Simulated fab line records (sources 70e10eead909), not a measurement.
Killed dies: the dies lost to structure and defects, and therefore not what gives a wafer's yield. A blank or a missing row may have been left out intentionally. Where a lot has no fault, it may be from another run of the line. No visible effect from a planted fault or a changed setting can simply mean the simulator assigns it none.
Matching of chambers -- flow nand_harc -- cmp-04 running NHARC_A_DECK1_JOINT_CMP_02: 4 sister chambers
The step polishes SiOx. 14 wafers are shown with their chamber, then 7 later ones without.

## WAFERS PAIRED WITH THEIR CHAMBERS
wafer,chamber,motor_current_A (A)
L074.1,1,11.8
L074.5,0,10.4
L074.6,1,11.7
L076.2,0,10.7
L076.4,2,13.1
L076.6,0,11.1
L084.2,3,11.7
L084.3,0,11.0
L084.6,2,12.7
L086.1,1,12.1
L086.4,3,12.2
L086.5,3,11.9
L089.3,1,11.7
L089.4,0,10.5

SIGNATURES (averages over the wafers above)
reading,chamber 0,chamber 1,chamber 2,chamber 3,scatter within a chamber
motor_current_A,10.740,11.825,12.900,11.933,0.262
Rule: for a wafer and a chamber, the distance is found by dividing, reading by reading, the gap between the wafer's reading and the chamber's mean by the reading's scatter, squaring, summing and taking the root. The wafer belongs to the nearest chamber; if the next one is less than 2 further off, it can't be placed. The scatter: the root of (the sum of the squares of (reading less its chamber's mean) over the shown wafers, divided by (wafers less chambers)).

## WAFERS WHOSE CHAMBER IS MISSING
wafer,motor_current_A (A)
L089.5,13.1
L093.2,12.1
L093.3,12.3
L093.4,12.0
L095.1,12.4
L095.3,10.3
L095.4,11.8

## WHICH CHAMBER EACH ONE RAN IN
wafer,from the rows above,in truth
L089.5,2,2
L093.2,can't be placed: 3 or 1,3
L093.3,can't be placed: 3 or 1 or 2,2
L093.4,can't be placed: 3 or 1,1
L095.1,can't be placed: 3 or 2 or 1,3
L095.3,0,0
L095.4,can't be placed: 1 or 3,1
2 of 7 placed correctly. Cannot be placed on the basis of these rows: 5; the candidates contain the true chamber in 5. Wrongly placed: 0.
